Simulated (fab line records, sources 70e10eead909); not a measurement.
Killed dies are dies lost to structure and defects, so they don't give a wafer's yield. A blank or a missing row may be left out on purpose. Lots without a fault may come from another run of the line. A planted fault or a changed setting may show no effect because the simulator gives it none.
Chamber matching | flow nand_harc | NHARC_P_M0_STRIP_18 on rie_diel-10: 4 sister chambers
The step strips in N2/H2. 20 wafers are shown with their chamber, then 10 later ones without.

WAFERS WITH THEIR CHAMBER
wafer  | chamber | showerhead_plenum_p_Torr (Torr) | rf_vpp_V (V) | oes_product_au (a.u.)
L076.2 | 3       | 1.97                            | 89.7         | 1.007
L076.3 | 2       | 2.02                            | 90.3         | 0.989
L076.5 | 3       | 1.97                            | 90.8         | 1.001
L077.2 | 3       | 1.97                            | 91.8         | 1.003
L077.4 | 0       | 2.02                            | 90.3         | 1.001
L077.6 | 2       | 2.02                            | 89.1         | 0.991
L079.1 | 2       | 2.02                            | 91.4         | 0.990
L079.3 | 1       | 2.08                            | 92.8         | 0.976
L079.5 | 2       | 2.02                            | 90.6         | 0.986
L080.2 | 2       | 2.02                            | 90.9         | 0.990
L080.3 | 3       | 1.97                            | 89.8         | 1.005
L080.6 | 1       | 2.08                            | 90.9         | 1.003
L085.1 | 0       | 2.02                            | 91.2         | 0.995
L085.3 | 1       | 2.08                            | 92.0         | 0.996
L085.6 | 2       | 2.02                            | 91.2         | 0.998
L091.3 | 0       | 2.02                            | 90.0         | 1.003
L091.5 | 2       | 2.02                            | 90.8         | 1.007
L091.6 | 3       | 1.96                            | 90.6         | 0.997
L095.1 | 2       | 2.02                            | 89.0         | 1.000
L095.4 | 2       | 2.02                            | 91.2         | 0.989

SIGNATURES (means of the wafers above)
reading                  | chamber 0 | chamber 1 | chamber 2 | chamber 3 | scatter within a chamber
showerhead_plenum_p_Torr | 2.0200    | 2.0800    | 2.0200    | 1.9680    | 0.00224
rf_vpp_V                 | 90.500    | 91.900    | 90.500    | 90.540    | 0.859
oes_product_au           | 0.99967   | 0.99167   | 0.99333   | 1.00260   | 0.00733
Rule: a wafer's distance from a chamber is the root of the sum, over the readings, of the square of ((its reading less the chamber's mean) divided by the reading's scatter). The wafer belongs to the nearest chamber; if the next one is less than 2 further off, it can't be placed. The scatter: the root of (the sum of the squares of (reading less its chamber's mean) over the shown wafers, divided by (wafers less chambers)).

WAFERS WITHOUT THEIR CHAMBER
wafer  | showerhead_plenum_p_Torr (Torr) | rf_vpp_V (V) | oes_product_au (a.u.)
L095.5 | 1.96                            | 89.9         | 0.996
L095.2 | 1.96                            | 90.9         | 0.990
L095.3 | 2.02                            | 89.6         | 0.995
L095.6 | 2.02                            | 90.6         | 0.999
L096.1 | 2.02                            | 89.3         | 0.998
L096.2 | 2.02                            | 90.1         | 1.012
L096.3 | 1.96                            | 90.8         | 1.004
L097.2 | 2.02                            | 90.6         | 0.996
L097.3 | 2.08                            | 89.5         | 0.990
L097.6 | 2.08                            | 90.8         | 0.987

WHICH CHAMBER EACH WENT THROUGH
wafer  | from the rows above     | in truth
L095.5 | 3                       | 3
L095.2 | 3                       | 3
L095.3 | can't be placed: 2 or 0 | 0
L095.6 | can't be placed: 0 or 2 | 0
L096.1 | can't be placed: 0 or 2 | 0
L096.2 | can't be placed: 0 or 2 | 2
L096.3 | 3                       | 3
L097.2 | can't be placed: 2 or 0 | 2
L097.3 | 1                       | 1
L097.6 | 1                       | 1
Placed correctly: 5 of 10. Can't be placed from these rows: 5 (the true chamber is among the candidates in 5). Placed wrongly: 0.
